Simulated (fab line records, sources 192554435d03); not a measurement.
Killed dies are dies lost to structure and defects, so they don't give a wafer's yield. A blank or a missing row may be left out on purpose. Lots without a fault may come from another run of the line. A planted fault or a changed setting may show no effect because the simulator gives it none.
Split-lot experiment | flow n5_finfet | 7 lots, 39 wafers read, on a route of 1938 steps

THE SPLIT
At N5_BEOL_M6_ETCH_66 (etches SOC in N2/H2, target depth 80 nm, overetch 16 nm, time 120 s), the setting target_depth_a was moved away from the recipe's 800 angstrom on 15 of the 39 wafers read, by -40.2% to +34.6%. The other wafers ran this setting at the recipe's value.

The reading is taken at the split's own step.

THE READING
BEOL_M6.cd_nm (the simulator's own value, which no gauge read), in nm, at N5_BEOL_M6_ETCH_66 (etches SOC in N2/H2, target depth 80 nm, overetch 16 nm, time 120 s). The file gives no usual value for it. The 24 wafers here that ran the recipe average 40.2 nm, standard deviation 0.22 nm.

wafer  | tool, chamber at the split | target_depth_a as run, angstrom | against the recipe | BEOL_M6.cd_nm, nm | against lot-mates on the recipe
L075.1 | rie_diel-01, 3             | 568.8                           | -28.9%             | 39.2              | -1.2
L075.2 | rie_diel-01, 1             | 568.8                           | -28.9%             | 40                | -0.4
L075.3 | rie_diel-01, 0             | 800                             | recipe             | 40.4              | -
L075.4 | rie_diel-01, 2             | 800                             | recipe             | 40.2              | -
L075.5 | rie_diel-01, 0             | 800                             | recipe             | 40.6              | -
L075.6 | rie_diel-01, 3             | 568.8                           | -28.9%             | 39                | -1.4
L078.1 | rie_diel-06, 0             | 1032                            | +29.0%             | 40.4              | +0.3
L078.2 | rie_diel-06, 3             | 800                             | recipe             | 40                | -
L078.3 | rie_diel-06, 1             | 1032                            | +29.0%             | 41                | +0.9
L078.4 | rie_diel-06, 0             | 1032                            | +29.0%             | 40.4              | +0.3
L078.5 | rie_diel-06, 1             | 800                             | recipe             | 40                | -
L078.6 | rie_diel-06, 3             | 800                             | recipe             | 40.4              | -
L079.1 | rie_diel-03, 2             | 1077                            | +34.6%             | 41                | +0.8
L079.2 | rie_diel-03, 1,0,1         | 800                             | recipe             | 40.2              | -
L079.4 | rie_diel-03, 1,0,1         | 800                             | recipe             | 40.2              | -
L079.6 | rie_diel-03, 1,0,1         | 800                             | recipe             | 40.2              | -
L079.3 | rie_diel-03, 3             | 1077                            | +34.6%             | 41.2              | +1.0
L079.5 | rie_diel-03, 0             | 1077                            | +34.6%             | 41                | +0.8
L081.1 | rie_diel-03, 2             | 800                             | recipe             | 40.2              | -
L081.4 | rie_diel-03, 3             | 800                             | recipe             | 40.2              | -
L081.5 | rie_diel-03, 0             | 800                             | recipe             | 40.2              | -
L086.1 | rie_diel-03, 0             | 800                             | recipe             | 40.2              | -
L086.2 | rie_diel-03, 3             | 800                             | recipe             | 40.6              | -
L086.3 | rie_diel-03, 2             | 478.3                           | -40.2%             | 39.6              | -0.7
L086.4 | rie_diel-03, 1             | 478.3                           | -40.2%             | 39.2              | -1.1
L086.6 | rie_diel-03, 1             | 478.3                           | -40.2%             | 39.2              | -1.1
L086.5 | rie_diel-03, 0             | 800                             | recipe             | 40                | -
L091.1 | rie_diel-03, 3             | 800                             | recipe             | 40                | -
L091.2 | rie_diel-03, 1,2,1         | 800                             | recipe             | 39.8              | -
L091.3 | rie_diel-03, 1,2,1         | 800                             | recipe             | 39.8              | -
L091.6 | rie_diel-03, 1,2,1         | 800                             | recipe             | 39.8              | -
L091.4 | rie_diel-03, 3             | 800                             | recipe             | 40.2              | -
L091.5 | rie_diel-03, 2             | 800                             | recipe             | 40                | -
L094.1 | rie_diel-01, 3             | 800                             | recipe             | 40.2              | -
L094.2 | rie_diel-01, 0             | 1028                            | +28.5%             | 40.8              | +0.5
L094.3 | rie_diel-01, 1             | 1028                            | +28.5%             | 41.2              | +0.9
L094.4 | rie_diel-01, 2,3           | 800                             | recipe             | 40.4              | -
L094.6 | rie_diel-01, 2,3           | 800                             | recipe             | 40.4              | -
L094.5 | rie_diel-01, 2             | 1028                            | +28.5%             | 41.2              | +0.9
Where a row lists several chambers, the file gives one row for several wafers and doesn't say which wafer went through which chamber.

THE FIT
A straight line over all 39 wafers: BEOL_M6.cd_nm changes by +0.0235 nm for each +1% of target_depth_a; r = +0.88; the points scatter about the line by 0.27 nm.
The same after taking each lot's own level away (the mean of its wafers on the recipe; 39 wafers): +0.0248 nm for each +1%; r = +0.91; scatter 0.23 nm.
On that fit, the largest move of target_depth_a shifts the reading by 1 nm.
The lots' own levels span 39.93 to 40.40 nm, that is 2.1 times the standard deviation above.
So the lot-to-lot level changes the slope little: the two slopes agree.
Check: with one of the wafers moved furthest among these (-40.2%) left out of the fit, the line predicts -1.09 nm for it against its lot-mates. It came out at -0.667 nm against them.

OTHER SPLITS ON THESE WAFERS
These wafers also went through other splits before the reading. Each is held against what the fit with the lots' levels taken away leaves over:
other split on the same wafers                 | wafers away from the commonest value | r with BEOL_M6.cd_nm (lot level and that fit taken away)
N5_PMOS_HMC_CHANNEL_EPI_ETCH_38 target_depth_a | 12                                   | -0.11
N5_DUMMY_GATE_HM_DEP_06 time_s                 | 33                                   | +0.19
N5_MOL_CONTACT_COAG_ETCHBACK_135 time_s        | 15                                   | +0.08
N5_BEOL_M4_DESCUM_16 time_s                    | 18                                   | -0.12

THE WHOLE CHAIN: every reading that the file lists as answering this split, in the file's order
step               | what it does                                                        | reading                                                                          | change (the file's fit)                | r (the file's)
N5_BEOL_M6_ETCH_66 | etches SOC in N2/H2, target depth 80 nm, overetch 16 nm, time 120 s | SiARC_of_BEOL_M6_COAT_64.thk_nm (the simulator's own value, which no gauge read) | -0.0462 nm for each +1% of the setting | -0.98
N5_BEOL_M6_ETCH_66 | etches SOC in N2/H2, target depth 80 nm, overetch 16 nm, time 120 s | BEOL_M6.cd_nm (the simulator's own value, which no gauge read)                   | +0.0247 nm for each +1% of the setting | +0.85

THE FILE'S OWN FIT
BEOL_M6.cd_nm changes by +0.0247 nm for each +1% of target_depth_a, r = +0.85.
